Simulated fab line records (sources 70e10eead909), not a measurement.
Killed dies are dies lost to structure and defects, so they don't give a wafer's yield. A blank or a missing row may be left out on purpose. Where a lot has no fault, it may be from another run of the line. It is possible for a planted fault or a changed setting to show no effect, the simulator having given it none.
Comparing a struck lot with a sound one ; flow nand-harc ; 21 steps out of a route of 1159
Sound: wafers L217.1, L217.2, L217.6. Wafers L216.2, L216.5, L216.6 were the ones struck. The cause is named last.
Order at every step that has rows: each side's tool, ch and its chambers, its first start. Under that, the readings that differ: sound wafers ; struck wafers ; difference of the means ; sigmas: that difference in standard deviations of wafers without a fault.
alike: readings with means less than 2 such deviations apart, plus words and numbers identical on both sides. not compared: withheld readings, readings lacking a value on some wafer, bounds such as >300 that could conceal the same value, and numbers that have no deviation in the record and whose values overlap.
Wherever a step has rows on one side only, a row that says differs or no value, or a row with sigmas, the two part there. Numbers that don't overlap but have no deviation are shown without sigmas and don't part them. A reading that every wafer of one side lacks parts them only if that side has two wafers or more.

NHARC_P_CONTACT_CVD_23: deposits W, target thk 200 nm, time 557 s.
  sound on cvd-w-01 ch 0,1; struck on cvd-w-01 ch 0,1
  alike: heater-power-w, throttle-valve-pct
NHARC_P_CONTACT_CMP_24: polishes, t overpolish 30 s, target thk 200 nm.
  sound on cmp-03 ch 1,2,3, day 9 09:48; struck on cmp-02 ch 0,1, day 9 10:22
  alike: motor-current-A, overpolish-run-s, time-to-endpoint-s
then, 1 step without rows for these wafers: NHARC_P_CONTACT_SRD_26.
NHARC_P_CONTACT_INSPECT_27:
  sound on defect-inspect-02, day 9 10:12; struck on defect-inspect-02, day 9 10:44
  alike: raw-defect-count
then, 7 steps without rows for these wafers: NHARC_P_M0_DEP_00 (deposits SiOC, target thk 150 nm); NHARC_P_M0_DEHYDRATE_01 (time 120 s); NHARC_P_M0_HMDS_02 (time 30 s); NHARC_P_M0_COAT_33 (time 65 s); NHARC_P_M0_COAT_03 (resist thk 90 nm); NHARC_P_M0_SOFTBAKE_04 (time 55 s); NHARC_P_M0_EBR_05.
NHARC_P_M0_EXPOSE_06: exposes mask P M0, target cd 90 nm.
  sound on arfi-scanner-03 ch 0, day 9 10:59; struck on arfi-scanner-02 ch 0, day 9 11:38
reading;sound;struck;difference;sigmas
exposure-dose-mJ-cm2;81.17 81.23 81.21;68.61 68.53 68.52;-12.65;-99 or more
  alike: mask, focus-offset-nm
then, 2 steps without rows for these wafers: NHARC_P_M0_PEB_07 (peb time 65 s); NHARC_P_M0_DEVELOP_08 (develop time 35 s).
NHARC_P_M0_CD_MEAS_09 targets a cd of 90 nm.
  sound on cd-sem-01 ch 0, day 9 11:08; struck on cd-sem-03 ch 0, day 9 11:46
reading;sound;struck;difference;sigmas
cd-nm (nm);90.2 90.0 90.4;79.7 78.9 78.9;-11.0;-22
NHARC_P_M0_OVL_MEAS_10: pitch 180 nm.
  sound on overlay-01, day 9 11:13; struck on overlay-01, day 9 11:52
  alike: overlay-x-nm, overlay-y-nm
NHARC_P_M0_INSPECT_11:
  sound on defect-inspect-02, day 9 11:16; struck on defect-inspect-01, day 9 11:54
  alike: raw-defect-count
NHARC_P_M0_DESCUM_14: chemistry O2, time 3 s.
  sound on rie-diel-04 ch 1,3, day 9 11:20; struck on rie-diel-04 ch 0,1,3, day 9 11:58
reading;sound;struck;difference;sigmas
model.P_M0.cd-nm (nm);90.67 90.24 90.66;79.15 78.73 78.81;-11.63;
  alike: drypump-motor-current-A, oes-product-au, rf-vpp-V, showerhead-plenum-p-Torr, throttle-valve-pct
  not compared: rf-hours-counter-h
NHARC_P_M0_ETCH_34: etches the open film in N2/H2, target depth 40 nm, overetch 12 nm, time 43.94 s.
  sound on rie-diel-04 ch 0,1,3, day 9 11:25; struck on rie-diel-04 ch 0,2,3, day 9 12:03
  alike: drypump-motor-current-A, oes-product-au, rf-vpp-V, showerhead-plenum-p-Torr, throttle-valve-pct
  not compared: rf-hours-counter-h
NHARC_P_M0_ETCH_15: etches the open film in C4F8/Ar, target depth 150 nm, overetch 15 nm, time 82.5 s.
  sound on rie-diel-04 ch 2,3; struck on rie-diel-04 ch 0,1,3
reading;sound;struck;difference;sigmas
model.P_M0.cd-nm (nm);90.4 90.26 90.73;79.3 78.33 78.66;-11.7;
  alike: oes-product-au, rf-vpp-V
  not compared: rf-hours-counter-h
NHARC_P_M0_CD_MEAS_16:
  sound on cd-sem-02, day 9 11:38; struck on cd-sem-01, day 9 12:16
reading;sound;struck;difference;sigmas
cd-nm (nm);90.6 90.5 90.8;79.5 78.4 78.5;-11.8;-20

## WHERE THEY PART
First at NHARC_P_M0_EXPOSE_06; last, within this record, at NHARC_P_M0_CD_MEAS_16.

WHY: whatever the simulator had introduced
Drift in process parameters on arfi-scanner-02 at NHARC_P_M0_EXPOSE_06, starting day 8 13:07. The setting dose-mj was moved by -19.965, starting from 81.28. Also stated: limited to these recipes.
